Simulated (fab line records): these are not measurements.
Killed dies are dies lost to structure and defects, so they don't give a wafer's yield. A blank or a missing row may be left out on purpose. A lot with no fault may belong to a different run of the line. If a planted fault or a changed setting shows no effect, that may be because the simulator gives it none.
Chamber matching / flow nand-harc / rie-diel-09 running NHARC_P_M0_ETCH_15: 4 sister chambers
The step etches the open film in C4F8/Ar, target depth 150 nm, overetch 15 nm, time 82.5 s. 18 wafers are shown with their chamber, then 8 later ones without.

## EACH WAFER AND ITS CHAMBER
wafer=L934.1; chamber=0; rf-vpp-V (V)=439; run-length-s (s)=103.3; oes-product-au (a.u.)=0.955
wafer=L934.3; chamber=1; rf-vpp-V (V)=443; run-length-s (s)=103.4; oes-product-au (a.u.)=0.942
wafer=L934.6; chamber=2; rf-vpp-V (V)=442; run-length-s (s)=103.6; oes-product-au (a.u.)=0.957
wafer=L936.2; chamber=2; rf-vpp-V (V)=442; run-length-s (s)=103.3; oes-product-au (a.u.)=0.965
wafer=L936.3; chamber=3; rf-vpp-V (V)=437; run-length-s (s)=103.8; oes-product-au (a.u.)=0.955
wafer=L936.4; chamber=0; rf-vpp-V (V)=439; run-length-s (s)=103.2; oes-product-au (a.u.)=0.970
wafer=L935.3; chamber=1; rf-vpp-V (V)=444; run-length-s (s)=103.5; oes-product-au (a.u.)=0.983
wafer=L935.5; chamber=3; rf-vpp-V (V)=437; run-length-s (s)=103.3; oes-product-au (a.u.)=0.962
wafer=L935.6; chamber=2; rf-vpp-V (V)=443; run-length-s (s)=103.2; oes-product-au (a.u.)=0.970
wafer=L937.3; chamber=2; rf-vpp-V (V)=442; run-length-s (s)=103.7; oes-product-au (a.u.)=0.966
wafer=L937.4; chamber=0; rf-vpp-V (V)=438; run-length-s (s)=103.7; oes-product-au (a.u.)=0.954
wafer=L937.5; chamber=1; rf-vpp-V (V)=445; run-length-s (s)=103.8; oes-product-au (a.u.)=0.970
wafer=L938.2; chamber=2; rf-vpp-V (V)=442; run-length-s (s)=103.8; oes-product-au (a.u.)=0.965
wafer=L938.3; chamber=3; rf-vpp-V (V)=437; run-length-s (s)=103.4; oes-product-au (a.u.)=0.964
wafer=L938.6; chamber=2; rf-vpp-V (V)=442; run-length-s (s)=103.6; oes-product-au (a.u.)=0.968
wafer=L939.1; chamber=3; rf-vpp-V (V)=438; run-length-s (s)=103.8; oes-product-au (a.u.)=0.959
wafer=L939.2; chamber=0; rf-vpp-V (V)=438; run-length-s (s)=103.3; oes-product-au (a.u.)=0.969
wafer=L939.6; chamber=1; rf-vpp-V (V)=445; run-length-s (s)=103.6; oes-product-au (a.u.)=0.977

SIGNATURES, as means of the wafers listed above
reading=rf-vpp-V; chamber 0=438.50; chamber 1=444.25; chamber 2=442.17; chamber 3=437.25; scatter within a chamber=0.617
reading=run-length-s; chamber 0=103.375; chamber 1=103.575; chamber 2=103.533; chamber 3=103.575; scatter within a chamber=0.226
reading=oes-product-au; chamber 0=0.96200; chamber 1=0.96800; chamber 2=0.96517; chamber 3=0.96000; scatter within a chamber=0.00984
Rule: distance of a wafer from a chamber = root of the sum over the readings of ((wafer's reading minus chamber's mean) / reading's scatter) squared. If the next closest chamber is less than 2 further off than the closest, the wafer can't be placed; otherwise it belongs to the closest. How the scatter is found: for the shown wafers, subtract from each reading the mean of its chamber, square and add these, divide the total by (wafers less chambers), then take the root.

## WAFERS MISSING THEIR CHAMBER
wafer=L947.2; rf-vpp-V (V)=438; run-length-s (s)=103.2; oes-product-au (a.u.)=0.935
wafer=L947.3; rf-vpp-V (V)=441; run-length-s (s)=103.3; oes-product-au (a.u.)=0.927
wafer=L955.3; rf-vpp-V (V)=442; run-length-s (s)=103.3; oes-product-au (a.u.)=0.984
wafer=L955.5; rf-vpp-V (V)=436; run-length-s (s)=103.8; oes-product-au (a.u.)=0.972
wafer=L955.6; rf-vpp-V (V)=438; run-length-s (s)=103.4; oes-product-au (a.u.)=0.962
wafer=L957.3; rf-vpp-V (V)=442; run-length-s (s)=103.6; oes-product-au (a.u.)=0.981
wafer=L957.5; rf-vpp-V (V)=444; run-length-s (s)=103.3; oes-product-au (a.u.)=0.962
wafer=L957.6; rf-vpp-V (V)=443; run-length-s (s)=103.3; oes-product-au (a.u.)=0.973

## EACH ONE'S CHAMBER
wafer=L947.2; from the rows above=can't be placed: 0 or 3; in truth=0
wafer=L947.3; from the rows above=can't be placed: 2 or 0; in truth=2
wafer=L955.3; from the rows above=can't be placed: 2 or 1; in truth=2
wafer=L955.5; from the rows above=3; in truth=3
wafer=L955.6; from the rows above=can't be placed: 0 or 3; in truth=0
wafer=L957.3; from the rows above=2; in truth=2
wafer=L957.5; from the rows above=can't be placed: 1 or 2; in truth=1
wafer=L957.6; from the rows above=can't be placed: 2 or 1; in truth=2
Correctly placed: 2 of 8. Unplaceable from these rows: 6, with the true chamber sitting among the candidates in 6. Number placed wrongly: 0.
